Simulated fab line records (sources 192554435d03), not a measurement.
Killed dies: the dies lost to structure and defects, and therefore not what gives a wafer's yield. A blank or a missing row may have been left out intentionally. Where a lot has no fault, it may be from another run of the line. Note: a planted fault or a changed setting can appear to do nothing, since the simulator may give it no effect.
Which of the tools did it?    flow n5_finfet    30 wafers sampled from 10 lots at 1 step of a route of 1938

== WHAT THE GAUGES SHOWED, per wafer ==
N5_BEOL_M13_OVL_MEAS_29. Usual: M13_OVL gives 3 nm (standard deviation 5.7).
lot   measured      on          M13_OVL (nm)  flag
L787  day 11 12:48  overlay-01  -4 2 7        
L788  day 11 19:20  overlay-02  3 5 1         
L791  day 12 11:12  overlay-01  10 11 8       
L792  day 13 02:20  overlay-02  10 5 -4       
L793  day 13 02:32  overlay-02  -2 3 4        
L796  day 13 16:29  overlay-01  -1 4 0        
L799  day 14 06:22  overlay-01  -8 -4 -6      
L802  day 15 10:00  overlay-01  9 7 10        
L807  day 16 02:27  overlay-02  10 2 7        
L809  day 17 09:51  overlay-01  5 3 2         

== WHAT TOOL EACH LOT RAN ON (gives the tool, then ch and the chambers of the sampled wafers, and finally the start) ==
Before these readings, the record contains no process step.

== WHAT THE TOOLS THEMSELVES READ (means of the sampled wafers that have a number; where no wafer has one, the mark that the record gives instead) ==
The record holds no such reading with a usual standard deviation.

== THE ANSWER, worked out from the rows above alone ==
Rule: lot off if the mean of its wafers having a number is beyond 3 standard deviations from the usual mean. A lot without any number at a reading at which 4 lots or more have one is off too. Any other lot the step has rows for is counted as sound. Order of review: gauges by route order, followed by the tools' own readings, for which a lot's mean as printed above is used. At the first step where some lot is off, the reading lying furthest off is the one used; lots without a number count as furthest.
Across all readings shown, no lot is off: no conclusion can be drawn from this.

== WHAT HAD BEEN PUT IN BY THE SIMULATOR ==
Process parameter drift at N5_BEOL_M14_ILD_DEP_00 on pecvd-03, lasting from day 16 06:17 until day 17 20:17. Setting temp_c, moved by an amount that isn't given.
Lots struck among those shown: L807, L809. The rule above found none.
